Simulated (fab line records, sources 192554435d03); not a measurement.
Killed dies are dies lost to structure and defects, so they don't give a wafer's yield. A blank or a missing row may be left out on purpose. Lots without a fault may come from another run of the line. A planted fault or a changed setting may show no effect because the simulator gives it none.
fab line records | flow n5_finfet
record lots=12 wafers=36 last_day=19
route steps=1938 shown MOL_CONTACT_COAG@557 PASSIVATION@1916
lots that met no fault: from a run of the same line without faults
start_h: hours from the record's first day to the start of the lot's first wafer shown | wait_h: hours since the lot's step before | " the same as in the row above | L1.1+2: a row that stands for several wafers | - no value, or no start given | * or withheld: withheld | < > ~ a bound
route shown NAME@n: a module of which the file shows steps, and the number in the route of the first | usual: mean/standard deviation of fault-free wafers | same: alike in all rows | chamber/n: place in a boat | sites: the reading at each site | _std_site: their standard deviation | _edge_site: outer sites' mean less inner sites' | radius_mm: how far each site lies from the wafer's centre | mask NAME#n: copy n | behind: the tool/chamber that last shaped the wafer | hold: why the lot was held/for how many hours/how that ended | device: the transistor (n, p or np) that didn't switch | end of line: the same wafers' tests at the end of the route | a step without rows: its recipe alone | killed: dies lost to structure and defects at the first sort, not the wafer's yield | map: a wafer's dies, x killed, . not, _ none there
set.NAME: the setting as run; set.NAME@STEP: as run at that earlier step | model.NAME: the simulator's own value behind a step, which no gauge read
steps of the route over a sample of lots; a table a step, a row a wafer
services: from which hour (start_h, from the record's first day; less than 0 if before it) a tool's chamber was out of use, for how many hours, and why
## steps
# step N5_MOL_CONTACT_COAG_WET_ETCH_26
# recipe target=Co target_depth_nm=13
# columns lot.wafer tool chamber start_h wait_h
L377.3+4+6 wet_bench-06 0,3,7 106.40 0.0
L379.2+3+6 wet_bench-05 4,2,0 117.69 0.0
L380.1+3+4 wet_bench-06 3,0,6 125.17 0.0
L382.1+4+5 wet_bench-05 7,3,6 137.85 0.0
L385.1+3+6 wet_bench-05 0,5,1 161.43 0.0
L386.2+4+5 wet_bench-04 3,5,6 164.83 0.0
L387.1+2+3 wet_bench-05 5,0,3 168.76 0.0
L390.1+3+6 wet_bench-04 3,6,7 185.31 0.0
L391.2+3+6 wet_bench-04 1,7,0 190.99 0.0
L392.4+5+6 wet_bench-04 6,2,4 199.19 0.0
L394.2+4+6 wet_bench-06 6,1,7 211.10 0.0
L397.2+5+6 wet_bench-06 1,2,0 227.45 0.0
# step N5_PASSIVATION_PECVD_35
# recipe material=SiNx target_thk_a=7000 temp_c=400 precursor=SiH4/NH3/N2 pressure_torr=4.9 rf_w=1406 time_s=151.3
# usual heater_power_w=351/99 rf_fwd_power_W=1400/4.9 showerhead_plenum_p_Torr=8.65/0.064 throttle_valve_pct=28.7/0.87
# columns lot.wafer tool chamber start_h wait_h heater_power_w rf_fwd_power_W showerhead_plenum_p_Torr throttle_valve_pct
L377.3 pecvd-02 1 304.62 0.1 416 1393 8.70 28.4
L377.4 " 2 " " 347 1398 8.65 28.2
L377.6 " 1 " " 452 1398 8.71 28.1
L380.1 pecvd-02 1 329.38 0.1 500 1392 8.71 28.1
L380.3 " 0 " " 128 1402 8.54 28.4
L380.4 " 2 " " 363 1399 8.66 27.9
L379.2 pecvd-02 2 330.22 0.1 349 1400 8.64 28.4
L379.3 " 0 " " 231 1405 8.55 28.5
L379.6 " 1 " " 484 1395 8.69 28.4
L382.1 pecvd-04 1 343.00 0.1 403 1403 8.62 31.1
L382.4 " 0 " " 371 1397 8.60 27.7
L382.5 " 2 " " 455 1409 8.74 28.6
L386.2 pecvd-01 1 376.35 0.1 249 1395 8.75 27.8
L386.4 " 0 " " 396 1400 8.62 29.5
L386.5 " 1 " " 283 1398 8.77 27.9
L385.1 pecvd-02 0 378.07 0.1 160 1408 8.56 28.4
L385.3 " 1 " " 390 1405 8.70 28.6
L385.6 " 0 " " 190 1399 8.59 28.2
L387.1 pecvd-01 2 387.00 0.1 274 1394 8.62 30.3
L387.2 " 0 " " 511 1401 8.65 29.7
L387.3 " 1 " " 360 1391 8.78 28.3
L391.2 pecvd-02 1 405.81 0.1 407 1400 8.72 28.3
L391.3 " 0 " " 154 1398 8.55 28.4
L391.6 " 0 " " 188 1398 8.57 28.5
L390.1 pecvd-02 1 409.99 0.1 460 1405 8.69 28.5
L390.3 " 2 " " 411 1402 8.65 28.5
L390.6 " 1 " " 483 1400 8.70 28.5
L392.4 pecvd-02 1 415.95 0.1 481 1394 8.68 28.1
L392.5 " 0 " " 212 1403 8.56 28.3
L392.6 " 2 " " 280 1394 8.66 28.2
L394.2 pecvd-01 0 422.73 0.1 418 1401 8.63 29.4
L394.4 " 2 " " 320 1395 8.62 29.9
L394.6 " 1 " " 329 1393 8.75 28.1
L397.2 pecvd-01 1 448.52 0.1 282 1395 8.77 28.0
L397.5 " 2 " " 367 1394 8.61 30.2
L397.6 " 0 " " 500 1404 8.63 29.7
# step N5_PASSIVATION_PASS_ETCH_47
# recipe chemistry=CF4/O2 target=SiNx target_depth_a=7700 time_s=385 ion_energy_ev=100 pressure_mtorr=40 source_w=535 bias_w=49 Ar_flow_sccm=100 cf4_flow_sccm=100 O2_flow_sccm=10
# usual drypump_motor_current_A=5.7/0.4 oes_product_au=0.82/0.073 rf_fwd_power_W=534.2/1.5 rf_vpp_V=244/7.5 showerhead_plenum_p_Torr=2.23/0.062 throttle_valve_pct=15.84/0.17
# columns lot.wafer tool chamber start_h wait_h drypump_motor_current_A oes_product_au rf_fwd_power_W rf_hours_counter_h rf_vpp_V showerhead_plenum_p_Torr throttle_valve_pct
L377.3 rie_diel-02 1 305.18 0.0 5.4 0.81 535.8 90 241 2.23 15.65
L377.4 " 3 " " 5.7 0.68 535.2 245 245 2.08 16.16
L377.6 " 3 " " 5.6 0.69 533.4 - 247 2.08 16.17
L380.1 rie_diel-02 1 330.03 0.0 5.4 0.80 535.8 101 240 2.23 15.68
L380.3 " 2 " " 5.5 0.75 535.9 151 235 2.26 15.83
L380.4 " 1 " " 5.4 0.80 534.1 - 240 2.23 15.67
L379.2 rie_diel-02 0 330.90 0.0 6.2 0.81 534.0 98 242 2.28 15.71
L379.3 " 2 " " 5.5 0.76 532.4 151 235 2.26 15.84
L379.6 " 1 " " 5.4 0.80 534.8 - 241 2.23 15.67
L382.1 rie_diel-03 3 343.80 0.0 5.9 0.83 534.5 63 247 2.24 15.99
L382.4 " 0 " " 5.5 0.67 534.9 238 259 2.17 16.16
L382.5 " 3 " " 5.9 0.84 534.2 - 248 2.24 15.99
L386.2 rie_diel-02 2 376.90 0.0 5.5 0.74 532.4 166 232 2.26 15.87
L386.4 " 0 " " 6.3 0.80 534.1 117 243 2.28 15.75
L386.5 " 3 " " 5.6 0.92 532.8 - 249 2.33 15.72
L385.1 rie_diel-03 1 378.93 0.0 5.5 0.85 535.6 50 250 2.25 15.89
L385.3 " 3 " " 5.9 0.82 536.4 75 248 2.23 16.02
L385.6 " 2 " " 5.2 0.81 533.8 - 233 2.23 15.73
L387.1 rie_diel-05 3 387.55 0.0 5.4 0.90 535.0 19 253 2.27 15.82
L387.2 " 2 " " 6.6 0.78 536.4 121 242 2.13 16.09
L387.3 " 0 " " 5.7 0.97 535.1 10 237 2.24 15.49
L391.2 rie_diel-02 2 406.45 0.0 5.5 0.74 535.6 176 234 2.25 15.89
L391.3 " 3 " " 5.6 0.90 533.6 24 249 2.33 15.73
L391.6 " 0 " " 6.3 0.78 531.7 - 243 2.27 15.79
L390.1 rie_diel-05 2 410.54 0.0 6.6 0.77 534.4 129 240 2.13 16.10
L390.3 " 3 " " 5.4 0.89 530.3 26 253 2.27 15.85
L390.6 " 0 " " 5.7 0.95 532.9 - 237 2.23 15.49
L392.4 rie_diel-05 1 416.58 0.0 5.9 0.77 532.7 138 244 2.11 15.91
L392.5 " 0 " " 5.6 0.94 533.4 - 237 2.23 15.50
L392.6 " 3 " " 5.4 0.89 536.9 - 255 2.27 15.86
L394.2 rie_diel-03 1 423.29 0.0 5.5 0.83 534.8 68 249 2.24 15.90
L394.4 " 2 " " 5.2 0.78 535.5 109 234 2.22 15.79
L394.6 " 0 " " 5.5 0.93 533.5 - 261 2.16 15.70
L397.2 rie_diel-02 2 449.07 0.0 5.5 0.73 534.5 192 234 2.25 15.91
L397.5 " 3 " " 5.7 0.87 534.4 - 248 2.32 15.77
L397.6 " 2 " " 5.5 0.73 534.1 - 234 2.25 15.93
# step N5_PASSIVATION_PROBE_49
# usual defect_limited_yield=91.0/1.4 killed_at_M0_to_M3=34/10 killed_at_M4_up=15/5.5 killed_at_contacts=12/6.1 killed_at_front_end=41/12 killed_at_other=4/3.4 killed_dies=106/17 killed_on_rim=14/4 killed_open=70/13 killed_short=34/7.4 sort_bin_4_leakage=0.01/0.065 sort_bin_5_function=5.3/1 sort_bin_6_memory=3.4/0.69 sort_bin_8_speed=0.03/0.22 sort_n_pass=1073/17 sort_yield_pct=91.0/1.4
# same gross_dies=1180 killed_at_back_side=0
# columns lot.wafer tool chamber start_h wait_h defect_limited_yield[%] killed_at_M0_to_M3 killed_at_M4_up killed_at_contacts killed_at_front_end killed_at_other killed_dies killed_on_rim killed_open killed_short sort_bin_4_leakage[%] sort_bin_5_function[%] sort_bin_6_memory[%] sort_bin_8_speed[%] sort_n_pass sort_yield_pct[%]
L377.3 prober-01 - 309.24 0.1 90.8 47 24 11 24 2 108 21 77 27 0 4.5 4.4 0 1072 90.8
L377.4 prober-01 - 309.29 0.2 90.7 37 15 14 44 0 110 15 76 27 0 5.3 3.9 0 1070 90.7
L377.6 prober-01 - 309.39 0.3 92.2 29 11 7 43 2 92 13 63 28 0 4.4 3.2 0 1088 92.2
L380.1 prober-02 - 333.06 0.0 90.2 38 6 23 44 5 116 11 79 31 0 5.6 4.0 0 1064 90.2
L380.3 prober-02 - 333.16 0.1 91.9 35 12 7 38 3 95 17 63 31 0 5.1 2.5 0 1085 91.9
L380.4 prober-02 - 333.21 0.2 90.8 37 21 15 29 6 108 11 72 35 0 6.4 2.7 0 1072 90.8
L379.2 prober-01 - 333.96 0.1 88.2 33 24 9 69 4 139 19 95 43 0 6.7 4.7 0 1041 88.2
L379.3 prober-01 - 334.01 0.1 91.4 25 20 10 45 2 102 6 66 36 0 4.9 3.6 0 1078 91.4
L379.6 prober-01 - 334.16 0.3 91.0 26 16 16 42 6 106 11 66 40 0 4.8 3.6 0 1074 91.0
L382.1 prober-02 - 346.82 0.0 91.5 20 18 12 46 4 100 14 57 42 0 5.2 3.0 0 1080 91.5
L382.4 prober-02 - 346.97 0.2 90.1 36 5 16 49 11 117 12 71 43 0 6.0 3.3 0 1063 90.1
L382.5 prober-02 - 347.02 0.2 89.8 39 17 25 37 2 120 14 87 31 0 5.6 4.2 0 1060 89.8
L386.2 prober-01 - 380.01 0.1 90.4 51 12 9 38 3 113 19 75 37 0 5.2 4.3 0 1067 90.4
L386.4 prober-01 - 380.11 0.2 91.8 31 9 7 40 10 97 9 63 34 0 5.5 2.5 0 1083 91.8
L386.5 prober-01 - 380.16 0.2 90.7 44 16 9 40 1 110 15 64 46 0 5.5 3.6 0 1070 90.7
L385.1 prober-02 - 381.93 0.0 90.4 32 18 6 55 2 113 22 77 26 0 4.9 3.8 0 1067 90.4
L385.3 prober-02 - 382.03 0.1 81.2 27 16 147 31 1 222 27 46 33 0 11.1 2.9 0 958 81.2
L385.6 prober-02 - 382.18 0.3 89.3 32 22 5 65 2 126 18 83 34 0 6.9 3.1 0 1054 89.3
L387.1 prober-01 - 390.56 0.0 81.3 24 12 149 34 2 221 24 45 34 0 10.1 3.6 0 959 81.3
L387.2 prober-01 - 390.61 0.1 90.5 29 25 18 34 6 112 16 69 42 0 6.6 2.5 0 1068 90.5
L387.3 prober-01 - 390.66 0.1 91.5 35 12 14 39 0 100 13 65 33 0 4.8 3.3 0 1080 91.5
L391.2 prober-01 - 409.50 0.1 89.2 26 18 34 46 4 128 13 74 50 0 5.3 4.7 0 1052 89.2
L391.3 prober-01 - 409.55 0.1 90.6 35 16 19 32 9 111 12 78 32 0 6.3 3.1 0 1069 90.6
L391.6 prober-01 - 409.70 0.3 91.5 29 23 14 23 11 100 17 61 33 0 4.7 3.2 0 1080 91.5
L390.1 prober-02 - 413.55 0.0 90.7 42 11 6 45 6 110 16 71 38 0 5.9 3.1 0 1070 90.7
L390.3 prober-02 - 413.65 0.1 90.8 26 16 11 52 3 108 15 70 31 0 5.0 3.3 0 1072 90.8
L390.6 prober-02 - 413.80 0.3 92.1 45 4 8 30 6 93 18 61 32 0 3.7 3.9 0.17 1085 91.9
L392.4 prober-01 - 419.73 0.2 92.8 23 10 9 36 7 85 17 57 26 0 5.1 1.9 0 1095 92.8
L392.5 prober-01 - 419.78 0.2 88.9 31 13 16 57 14 131 24 82 48 0 6.8 3.8 0 1049 88.9
L392.6 prober-01 - 419.83 0.3 90.8 42 10 10 43 3 108 18 66 42 0 6.0 2.6 0 1072 90.8
L394.2 prober-02 - 426.35 0.1 89.1 41 14 14 55 5 129 15 95 30 0 6.4 4.1 0 1051 89.1
L394.4 prober-02 - 426.45 0.2 89.5 17 23 16 64 4 124 16 92 31 0 6.9 3.5 0 1056 89.5
L394.6 prober-02 - 426.55 0.3 89.6 30 20 7 61 5 123 19 83 36 0 5.5 4.5 0 1057 89.6
L397.2 prober-02 - 452.13 0.1 90.7 37 22 14 32 5 110 14 76 33 0 5.8 3.3 0 1070 90.7
L397.5 prober-02 - 452.28 0.2 90.8 36 20 10 39 3 108 15 77 28 0.08 5.2 3.5 0 1071 90.8
L397.6 prober-02 - 452.33 0.3 91.9 36 15 10 33 2 96 13 57 32 0 4.3 3.1 1.61 1065 90.3
# killed by level:class
L377.3 BEOL_M2:geometric_particle:open=16 BEOL_M4:geometric_particle:open=16 BEOL_M0_SAQP:geometric_particle:short=9 MOL_CONTACT_COAG:geometric_particle:open=8 BEOL_M0_SAQP:geometric_particle:open=6 BEOL_M1:geometric_particle:open=6 FIN_SAQP:geometric_particle:open=5 FIN_SAQP:geometric_particle:short=4
L377.4 STI_FIN_REVEAL:geometric_particle:open=23 BEOL_M0_SAQP:geometric_particle:open=10 BEOL_M2:geometric_particle:open=10 MOL_CONTACT_COAG:geometric_particle:open=8 STI_FIN_REVEAL:geometric_particle:short=6 MOL_CONTACT_COAG:geometric_particle:short=6 BEOL_M3:geometric_particle:open=6 FIN_SAQP:geometric_particle:short=4
L377.6 STI_FIN_REVEAL:geometric_particle:open=22 BEOL_M2:geometric_particle:open=10 FIN_SAQP:geometric_particle:short=7 STI_FIN_REVEAL:geometric_particle:short=6 MOL_CONTACT_COAG:geometric_particle:open=6 BEOL_M0_SAQP:geometric_particle:short=4 BEOL_M1:geometric_particle:open=4 BEOL_M3:geometric_particle:open=4
L380.1 MOL_CONTACT_COAG:geometric_particle:open=21 STI_FIN_REVEAL:geometric_particle:open=11 BEOL_M3:geometric_particle:open=10 BEOL_M2:geometric_particle:open=7 BEOL_M0_SAQP:geometric_particle:open=6 BEOL_M0_SAQP:geometric_particle:short=5 STARTING-WAFER:geometric_particle:open=5 BEOL_M1:geometric_particle:open=4
L380.3 STI_FIN_REVEAL:geometric_particle:open=12 BEOL_M2:geometric_particle:open=11 BEOL_M0_SAQP:geometric_particle:open=8 BEOL_M0_SAQP:geometric_particle:short=6 MOL_CONTACT_COAG:geometric_particle:open=6 FIN_SAQP:geometric_particle:open=5 FIN_SAQP:geometric_particle:short=5 BEOL_M1:geometric_particle:open=5
L380.4 MOL_CONTACT_COAG:geometric_particle:open=13 BEOL_M4:geometric_particle:open=10 BEOL_M0_SAQP:geometric_particle:open=8 BEOL_M0_SAQP:geometric_particle:short=8 BEOL_M1:geometric_particle:open=7 FIN_SAQP:geometric_particle:short=6 FIN_SAQP:geometric_particle:open=4 STI_FIN_REVEAL:geometric_particle:short=4
L379.2 STI_FIN_REVEAL:geometric_particle:open=17 FIN_SAQP:geometric_particle:open=14 BEOL_M4:geometric_particle:open=14 FIN_SAQP:geometric_particle:short=13 BEOL_M3:geometric_particle:open=9 MOL_CONTACT_COAG:geometric_particle:open=8 BEOL_M0_SAQP:geometric_particle:open=6 BEOL_M1:geometric_particle:open=6
L379.3 STI_FIN_REVEAL:geometric_particle:open=17 BEOL_M4:geometric_particle:open=11 BEOL_M3:geometric_particle:open=7 MOL_CONTACT_COAG:geometric_particle:short=6 FIN_SAQP:geometric_particle:open=5 ILD0:geometric_particle:short=5 BEOL_M0_SAQP:geometric_particle:short=5 MOL_CONTACT_COAG:geometric_particle:open=4
L379.6 MOL_CONTACT_COAG:geometric_particle:open=15 BEOL_M4:geometric_particle:open=10 BEOL_M3:geometric_particle:open=9 FIN_SAQP:geometric_particle:open=7 FIN_SAQP:geometric_particle:short=6 BEOL_M0_SAQP:geometric_particle:short=6 STI_FIN_REVEAL:geometric_particle:open=5 GATE_CUT:geometric_particle:short=5
L382.1 GATE_CUT:geometric_particle:short=10 MOL_CONTACT_COAG:geometric_particle:open=10 STI_FIN_REVEAL:geometric_particle:open=8 BEOL_M0_SAQP:geometric_particle:short=8 FIN_SAQP:geometric_particle:open=6 BEOL_M4:geometric_particle:open=6 FIN_SAQP:geometric_particle:short=5 BEOL_M3:geometric_particle:open=4
L382.4 MOL_CONTACT_COAG:geometric_particle:open=13 BEOL_M0_SAQP:geometric_particle:short=10 STI_FIN_REVEAL:geometric_particle:open=9 GATE_CUT:geometric_particle:short=7 PASS1_CAP:geometric_particle:open=7 BEOL_M3:geometric_particle:open=7 DUMMY_GATE:geometric_particle:open=6 GATE_CUT:geometric_particle:open=6
L382.5 MOL_CONTACT_COAG:geometric_particle:open=23 BEOL_M0_SAQP:geometric_particle:open=10 BEOL_M3:geometric_particle:open=10 BEOL_M0_SAQP:geometric_particle:short=8 DUMMY_GATE:geometric_particle:open=7 STI_FIN_REVEAL:geometric_particle:open=6 BEOL_M4:geometric_particle:open=6 FIN_SAQP:geometric_particle:open=5
L386.2 BEOL_M2:geometric_particle:open=14 BEOL_M0_SAQP:geometric_particle:open=12 BEOL_M0_SAQP:geometric_particle:short=11 FIN_SAQP:geometric_particle:open=10 DUMMY_GATE:geometric_particle:open=10 FIN_SAQP:geometric_particle:short=8 MOL_CONTACT_COAG:geometric_particle:open=6 BEOL_M1:geometric_particle:open=5
L386.4 STI_FIN_REVEAL:geometric_particle:open=10 FIN_SAQP:geometric_particle:short=7 MOL_CONTACT_COAG:geometric_particle:open=7 BEOL_M3:geometric_particle:open=6 FIN_SAQP:geometric_particle:open=6 BEOL_M1:geometric_particle:open=6 DUMMY_GATE:geometric_particle:open=5 BEOL_M0_SAQP:geometric_particle:short=5
L386.5 BEOL_M0_SAQP:geometric_particle:short=16 FIN_SAQP:geometric_particle:short=15 FIN_SAQP:geometric_particle:open=9 MOL_CONTACT_COAG:geometric_particle:open=8 BEOL_M0_SAQP:geometric_particle:open=8 BEOL_M2:geometric_particle:open=8 BEOL_M5:geometric_particle:open=7 BEOL_M3:geometric_particle:open=5
L385.1 STI_FIN_REVEAL:geometric_particle:open=17 FIN_SAQP:geometric_particle:open=12 BEOL_M2:geometric_particle:open=12 BEOL_M0_SAQP:geometric_particle:open=10 HKMG_FIN:area_etch=7 FIN_SAQP:geometric_particle:short=6 BEOL_M4:geometric_particle:open=6 DUMMY_GATE:geometric_particle:open=4
L385.3 MOL_CONTACT_COAG:unspecified=139 MOL_CONTACT_COAG:geometric_particle:open=6 BEOL_M2:geometric_particle:open=6 BEOL_M0_SAQP:geometric_particle:open=5 BEOL_M2:geometric_particle:short=5 FIN_SAQP:geometric_particle:open=4 GATE_CUT:geometric_particle:short=4 BEOL_M0_SAQP:geometric_particle:short=4
L385.6 STI_FIN_REVEAL:geometric_particle:open=20 BEOL_M5:geometric_particle:open=11 FIN_SAQP:geometric_particle:open=9 GATE_CUT:geometric_particle:short=8 BEOL_M2:geometric_particle:open=8 BEOL_M0_SAQP:geometric_particle:open=6 HKMG_FIN:area_etch=6 MOL_CONTACT_COAG:geometric_particle:open=5
L387.1 MOL_CONTACT_COAG:unspecified=140 FIN_SAQP:geometric_particle:short=11 BEOL_M3:geometric_particle:open=7 BEOL_M4:geometric_particle:open=7 MOL_CONTACT_COAG:geometric_particle:open=6 BEOL_M0_SAQP:geometric_particle:short=6 STI_FIN_REVEAL:geometric_particle:open=5 BEOL_M0_SAQP:geometric_particle:open=5
L387.2 MOL_CONTACT_COAG:geometric_particle:open=12 BEOL_M4:geometric_particle:open=11 BEOL_M3:geometric_particle:open=10 FIN_SAQP:geometric_particle:open=7 FIN_SAQP:geometric_particle:short=6 MOL_CONTACT_COAG:geometric_particle:short=6 GATE_CUT:geometric_particle:short=5 BEOL_M2:geometric_particle:open=5
L387.3 FIN_SAQP:geometric_particle:open=14 MOL_CONTACT_COAG:geometric_particle:open=10 BEOL_M2:geometric_particle:short=9 FIN_SAQP:geometric_particle:short=8 BEOL_M1:geometric_particle:open=8 BEOL_M0_SAQP:geometric_particle:open=5 DUMMY_GATE:geometric_particle:open=4 MOL_CONTACT_COAG:geometric_particle:short=4
L391.2 MOL_CONTACT_COAG:geometric_particle:open=28 BEOL_M0_SAQP:geometric_particle:short=15 STI_FIN_REVEAL:geometric_particle:open=13 BEOL_M4:geometric_particle:open=8 MOL_CONTACT_COAG:geometric_particle:short=6 GATE_CUT:geometric_particle:short=6 STARTING-WAFER:geometric_particle:short=6 BEOL_M0_SAQP:geometric_particle:open=5
L391.3 MOL_CONTACT_COAG:geometric_particle:open=15 BEOL_M2:geometric_particle:open=14 BEOL_M4:geometric_particle:open=8 BEOL_M0_SAQP:geometric_particle:short=7 STI_FIN_REVEAL:geometric_particle:open=6 FIN_SAQP:geometric_particle:open=5 FIN_CUT:geometric_particle:open=4 MOL_CONTACT_COAG:geometric_particle:short=4
L391.6 BEOL_M4:geometric_particle:open=12 MOL_CONTACT_COAG:geometric_particle:open=10 BEOL_M0_SAQP:geometric_particle:open=10 BEOL_M3:geometric_particle:open=6 STI_FIN_REVEAL:geometric_particle:open=5 MOL_CONTACT_COAG:geometric_particle:short=4 BEOL_M0_SAQP:geometric_particle:short=4 BEOL_M2:geometric_particle:short=4
L390.1 BEOL_M1:geometric_particle:open=14 STI_FIN_REVEAL:geometric_particle:open=13 GATE_CUT:geometric_particle:short=10 DUMMY_GATE:geometric_particle:open=8 BEOL_M3:geometric_particle:open=6 DUMMY_GATE:geometric_particle:short=5 BEOL_M0_SAQP:geometric_particle:short=5 BEOL_M0_SAQP:geometric_particle:open=5
L390.3 MOL_CONTACT_COAG:geometric_particle:open=10 FIN_SAQP:geometric_particle:short=9 FIN_SAQP:geometric_particle:open=8 BEOL_M2:geometric_particle:open=8 BEOL_M3:geometric_particle:open=6 HKMG_FIN:area_etch=6 GATE_CUT:geometric_particle:open=5 BEOL_M4:geometric_particle:open=5
L390.6 STI_FIN_REVEAL:geometric_particle:open=10 BEOL_M0_SAQP:geometric_particle:short=8 BEOL_M2:geometric_particle:open=8 MOL_CONTACT_COAG:geometric_particle:open=7 BEOL_M1:geometric_particle:open=7 FIN_SAQP:geometric_particle:short=5 STI_FIN_REVEAL:geometric_particle:short=5 BEOL_M0_SAQP:geometric_particle:open=5
L392.4 STI_FIN_REVEAL:geometric_particle:open=10 MOL_CONTACT_COAG:geometric_particle:open=8 GATE_CUT:geometric_particle:short=7 BEOL_M0_SAQP:geometric_particle:open=5 DUMMY_GATE:geometric_particle:open=4 BEOL_M0_SAQP:geometric_particle:short=4 BEOL_M3:geometric_particle:open=4 BEOL_M4:geometric_particle:open=4
L392.5 MOL_CONTACT_COAG:geometric_particle:open=15 STI_FIN_REVEAL:geometric_particle:open=11 STI_FIN_REVEAL:geometric_particle:short=10 GATE_CUT:geometric_particle:short=9 BEOL_M1:geometric_particle:open=9 BEOL_M2:geometric_particle:open=6 FIN_SAQP:geometric_particle:short=5 FIN_SAQP:geometric_particle:open=5
L392.6 BEOL_M0_SAQP:geometric_particle:short=13 FIN_SAQP:geometric_particle:short=10 BEOL_M2:geometric_particle:open=10 MOL_CONTACT_COAG:geometric_particle:open=10 BEOL_M0_SAQP:geometric_particle:open=7 FIN_SAQP:geometric_particle:open=6 STI_FIN_REVEAL:geometric_particle:open=5 DUMMY_GATE:geometric_particle:open=5
L394.2 STI_FIN_REVEAL:geometric_particle:open=25 BEOL_M1:geometric_particle:open=17 MOL_CONTACT_COAG:geometric_particle:open=11 FIN_SAQP:geometric_particle:short=6 BEOL_M0_SAQP:geometric_particle:short=6 BEOL_M4:geometric_particle:open=6 FIN_SAQP:geometric_particle:open=5 BEOL_M1:geometric_particle:short=4
L394.4 STI_FIN_REVEAL:geometric_particle:open=25 BEOL_M4:geometric_particle:open=14 MOL_CONTACT_COAG:geometric_particle:open=11 FIN_SAQP:geometric_particle:open=8 FIN_SAQP:geometric_particle:short=7 BEOL_M1:geometric_particle:open=6 DUMMY_GATE:geometric_particle:open=5 MOL_CONTACT_COAG:geometric_particle:short=5
L394.6 FIN_SAQP:geometric_particle:short=14 STI_FIN_REVEAL:geometric_particle:open=13 FIN_SAQP:geometric_particle:open=11 BEOL_M3:geometric_particle:open=11 MOL_CONTACT_COAG:geometric_particle:open=6 BEOL_M4:geometric_particle:open=5 BEOL_M5:geometric_particle:open=5 BEOL_M2:geometric_particle:open=5
L397.2 BEOL_M4:geometric_particle:open=16 MOL_CONTACT_COAG:geometric_particle:open=13 BEOL_M0_SAQP:geometric_particle:open=11 BEOL_M0_SAQP:geometric_particle:short=9 GATE_CUT:geometric_particle:open=7 GATE_CUT:geometric_particle:short=7 BEOL_M2:geometric_particle:open=5 DUMMY_GATE:geometric_particle:open=4
L397.5 BEOL_M0_SAQP:geometric_particle:open=15 DUMMY_GATE:geometric_particle:open=12 BEOL_M0_SAQP:geometric_particle:short=10 BEOL_M4:geometric_particle:open=10 MOL_CONTACT_COAG:geometric_particle:open=7 FIN_SAQP:geometric_particle:open=5 GATE_CUT:geometric_particle:open=4 STARTING-WAFER:geometric_particle:open=4
L397.6 BEOL_M0_SAQP:geometric_particle:short=8 BEOL_M3:geometric_particle:open=8 BEOL_M0_SAQP:geometric_particle:open=7 BEOL_M2:geometric_particle:open=7 DUMMY_GATE:geometric_particle:open=6 BEOL_M4:geometric_particle:open=6 HKMG_FIN:area_etch=6 FIN_SAQP:geometric_particle:open=5
## services
# columns tool chamber start_h hours kind
pecvd-01 2 85.10 4.3 repair
rie_diel-03 - 89.00 0.2 repair
rie_diel-05 - 137.49 0.3 repair
wet_bench-06 - 149.56 2.9 repair
pecvd-02 - 159.99 14.6 pm
pecvd-01 - 164.25 1.5 repair
rie_diel-02 1 170.85 12.0 repair
pecvd-01 - 174.71 1.9 repair
pecvd-01 - 208.46 3.3 repair
rie_diel-03 1 217.54 1.5 repair
pecvd-02 - 222.67 1.2 repair
pecvd-02 - 226.05 0.3 repair
rie_diel-03 - 232.52 14.6 pm
wet_bench-06 - 238.79 2.0 repair
rie_diel-02 1 243.33 2.4 repair
rie_diel-03 - 251.20 0.3 repair
rie_diel-05 3 293.58 5.8 repair
pecvd-01 1 296.34 4.4 repair
rie_diel-03 - 299.69 0.3 repair
pecvd-01 - 326.67 1.6 repair
wet_bench-06 - 336.72 6.2 repair
rie_diel-02 2 340.01 10.3 repair
pecvd-02 - 414.00 1.2 repair
pecvd-02 - 429.79 9.8 repair
## key
first_sign step=N5_PASSIVATION_PROBE_49 reading=killed_at_contacts direction=up sigmas=22 usual=12 struck=148
effect step=N5_PASSIVATION_PROBE_49 reading=defect_limited_yield direction=down sigmas=6.8 usual=91.0 struck=81.2
more_kills_born_at N5_MOL_CONTACT_COAG_WET_ETCH_26@wet_bench-05=279
met_at N5_MOL_CONTACT_COAG_WET_ETCH_26
struck_lots L385,L387
struck_wafers L385.3,L387.1
not_acting_at N5_PASSIVATION_PECVD_35,N5_PASSIVATION_PASS_ETCH_47
fault kind=chamber_particle_source tool=wet_bench-05 chamber=5 onset_h=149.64 steps=N5_MOL_CONTACT_COAG_WET_ETCH_26 rate_per_visit_cm2=2.0877 end_h=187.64
